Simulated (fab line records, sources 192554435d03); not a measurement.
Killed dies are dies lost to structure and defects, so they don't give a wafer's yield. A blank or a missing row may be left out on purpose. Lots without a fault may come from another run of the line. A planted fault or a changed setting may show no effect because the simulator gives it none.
Which tool did it? | flow n5_finfet | 10 lots, 30 wafers sampled, at 2 steps of a route of 1938

WHAT THE GAUGES READ, wafer by wafer
N5_BEOL_M9_CD_MEAS_18: pitch 140 nm, target cd 70 nm.
lot  | measured     | on        | cd_nm (nm)
L076 | day 9 21:11  | cd_sem-02 | 70.2 69.0 69.0
L077 | day 10 17:23 | cd_sem-01 | 70.4 70.3 70.1
L079 | day 11 13:49 | cd_sem-01 | 70.0 70.3 70.1
L083 | day 12 04:34 | cd_sem-02 | 70.6 70.5 70.2
L084 | day 12 23:23 | cd_sem-01 | 69.8 70.3 70.5
L089 | day 13 16:09 | cd_sem-02 | 69.7 70.2 70.2
L087 | day 13 23:29 | cd_sem-02 | 69.9 70.0 70.1
L092 | day 14 10:47 | cd_sem-02 | 70.1 69.5 69.7
L094 | day 15 11:40 | cd_sem-01 | 71.1 70.8 70.8
L097 | day 16 00:35 | cd_sem-03 | 69.5 69.7 70.0

WHICH TOOL RAN EACH LOT (tool, then ch and the chambers of the sampled wafers, then the start)
lot  | N5_BEOL_M9_DESCUM_16
L076 | rie_diel-05 ch 0,1,3, day 9 20:44
L077 | rie_diel-06 ch 0,1,3, day 10 16:52
L079 | rie_diel-06 ch 2,3, day 11 13:14
L083 | rie_diel-06 ch 0,2,3, day 12 04:06
L084 | rie_diel-06 ch 0,1,2, day 12 22:51
L089 | rie_diel-03 ch 0,2, day 13 15:42
L087 | rie_diel-03 ch 0,2,3, day 13 23:01
L092 | rie_diel-05 ch 1,2,3, day 14 10:20
L094 | rie_diel-03 ch 1,2,3, day 15 11:13
L097 | rie_diel-03 ch 1,2,3, day 16 00:08
- N5_BEOL_M9_DESCUM_16: chemistry O2, time 7.9 s.

THE ANSWER, worked out from the rows above alone
Rule: what is usual is taken from the lots themselves. Put in order of their means at a reading, lots are off if they are a third of the lots or fewer, leave a main group of 4 or more, and stand apart from it by a gap of 3 or more times the standard deviation of the main group's means; of several such gaps the widest counts. A main group whose means are all the same, to the digits that the tables above print for the reading, isn't used. A lot without any number at a reading at which 4 lots or more have one is off too. The other lots that the step has rows for count as sound.
No lot is off at any reading shown: from this, nothing can be told.

WHAT THE SIMULATOR HAD PUT IN
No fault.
